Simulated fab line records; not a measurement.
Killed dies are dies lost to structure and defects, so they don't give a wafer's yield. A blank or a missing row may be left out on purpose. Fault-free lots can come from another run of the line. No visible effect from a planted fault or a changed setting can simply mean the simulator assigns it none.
Split-lot study | flow n5 finfet | 39 wafers read from 7 lots, route of 1938 steps

## ON THE SPLIT
At N5_SDB_ALD_29 (deposits SiNx, target thk 30 nm, pulse time 1 s, ald cycles 600), the setting ald cycles was moved away from the recipe's 600 on 18 of the 39 wafers read, by -46.8% to +43.5%. This setting was run at the recipe's value on the other wafers.

The reading comes from the split's own step.

## THE READING
SiNx_of_SDB_ALD_29.thk nm (the simulator's own value, which no gauge read), in nm, at N5_SDB_ALD_29 (deposits SiNx, target thk 30 nm, pulse time 1 s, ald cycles 600). There is no usual value for it anywhere in the file. Average 30.0 nm, standard deviation 0.14 nm, over the 21 wafers here run with the recipe.

wafer  | tool, chamber at the split | ald cycles as run | against the recipe | SiNx_of_SDB_ALD_29.thk nm, nm | against lot-mates on the recipe
L079.1 | ald sin-02, 0,2,1          | 436               | -27.3%             | 22                            | -8.1
L079.3 | ald sin-02, 0,2,1          | 436               | -27.3%             | 22                            | -8.1
L079.4 | ald sin-02, 0,2,1          | 436               | -27.3%             | 22                            | -8.1
L079.2 | ald sin-02, 3              | 600               | recipe             | 30                            | -
L079.5 | ald sin-02, 1,2            | 600               | recipe             | 30.2                          | -
L079.6 | ald sin-02, 1,2            | 600               | recipe             | 30.2                          | -
L082.1 | ald sin-01, 1              | 600               | recipe             | 30                            | -
L082.2 | ald sin-01, 2              | 600               | recipe             | 30.2                          | -
L082.3 | ald sin-01, 3              | 600               | recipe             | 29.8                          | -
L082.4 | ald sin-01, 0,2            | 467               | -22.2%             | 23.6                          | -6.4
L082.5 | ald sin-01, 0,2            | 467               | -22.2%             | 23.6                          | -6.4
L082.6 | ald sin-01, 3              | 467               | -22.2%             | 23.4                          | -6.6
L083.1 | ald sin-02, 2,1            | 600               | recipe             | 29.8                          | -
L083.5 | ald sin-02, 2,1            | 600               | recipe             | 29.8                          | -
L083.2 | ald sin-02, 1,3            | 749               | +24.8%             | 37.4                          | +7.5
L083.6 | ald sin-02, 1,3            | 749               | +24.8%             | 37.4                          | +7.5
L083.3 | ald sin-02, 3              | 600               | recipe             | 30                            | -
L083.4 | ald sin-02, 2              | 749               | +24.8%             | 37.2                          | +7.3
L084.1 | ald sin-02, 1,3,2          | 600               | recipe             | 30                            | -
L084.2 | ald sin-02, 1,3,2          | 600               | recipe             | 30                            | -
L084.4 | ald sin-02, 1,3,2          | 600               | recipe             | 30                            | -
L084.3 | ald sin-02, 2,1            | 741               | +23.5%             | 37.2                          | +7.2
L084.6 | ald sin-02, 2,1            | 741               | +23.5%             | 37.2                          | +7.2
L084.5 | ald sin-02, 3              | 741               | +23.5%             | 37                            | +7.0
L092.1 | ald sin-01, 3              | 600               | recipe             | 30                            | -
L092.5 | ald sin-01, 3              | 600               | recipe             | 30                            | -
L092.2 | ald sin-01, 0              | 319               | -46.8%             | 16.2                          | -13.9
L092.3 | ald sin-01, 1              | 600               | recipe             | 30.2                          | -
L092.4 | ald sin-01, 2              | 319               | -46.8%             | 15.8                          | -14.3
L092.6 | ald sin-01, 2              | 319               | -46.8%             | 16                            | -14.1
L096.2 | ald sin-02, 0              | 600               | recipe             | 30.2                          | -
L096.6 | ald sin-02, 0              | 600               | recipe             | 30.2                          | -
L096.3 | ald sin-02, 1              | 600               | recipe             | 30                            | -
L097.1 | ald sin-01, 1,0,1          | 861               | +43.5%             | 43.2                          | +13.1
L097.4 | ald sin-01, 1,0,1          | 861               | +43.5%             | 43.2                          | +13.1
L097.5 | ald sin-01, 1,0,1          | 861               | +43.5%             | 43.2                          | +13.1
L097.2 | ald sin-01, 2              | 600               | recipe             | 30.2                          | -
L097.6 | ald sin-01, 2              | 600               | recipe             | 30.2                          | -
L097.3 | ald sin-01, 3              | 600               | recipe             | 30                            | -
When a row names more than one chamber, that row covers several wafers, and the file does not tell which wafer ran in which chamber.

FIT RESULTS
A straight line over all 39 wafers: SiNx_of_SDB_ALD_29.thk nm changes by +0.299 nm for each +1% of ald cycles; r = +1.00; the points scatter about the line by 0.14 nm.
The same after taking each lot's own level away (the mean of its wafers on the recipe; 39 wafers): +0.3 nm for each +1%; r = +1.00; scatter 0.11 nm.
On that fit, the largest move of ald cycles shifts the reading by 14 nm.
Across the lots, their own levels run from 29.87 to 30.13 nm, a range of 2.0 times the standard deviation given above.
So the lot-to-lot level changes the slope little: the two slopes agree.
Check: -14 nm against its lot-mates is what the line predicts for one of the wafers moved furthest among these (-46.8%) when that wafer is left out of the fit. It came out at -13.9 nm against them.

## THE OTHER SPLITS THESE WAFERS WENT THROUGH
These wafers also went through other splits before the reading. Each is held against what the fit with the lots' levels taken away leaves over:
other split on the same wafers | wafers away from the commonest value | r with SiNx_of_SDB_ALD_29.thk nm (lot level and that fit taken away)
N5_SD_EPI_N_DESCUM_14 time s   | 18                                   | -0.28

## THE FILE'S OWN FIT
SiNx_of_SDB_ALD_29.thk nm changes by +0.3 nm for each +1% of ald cycles, r = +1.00.
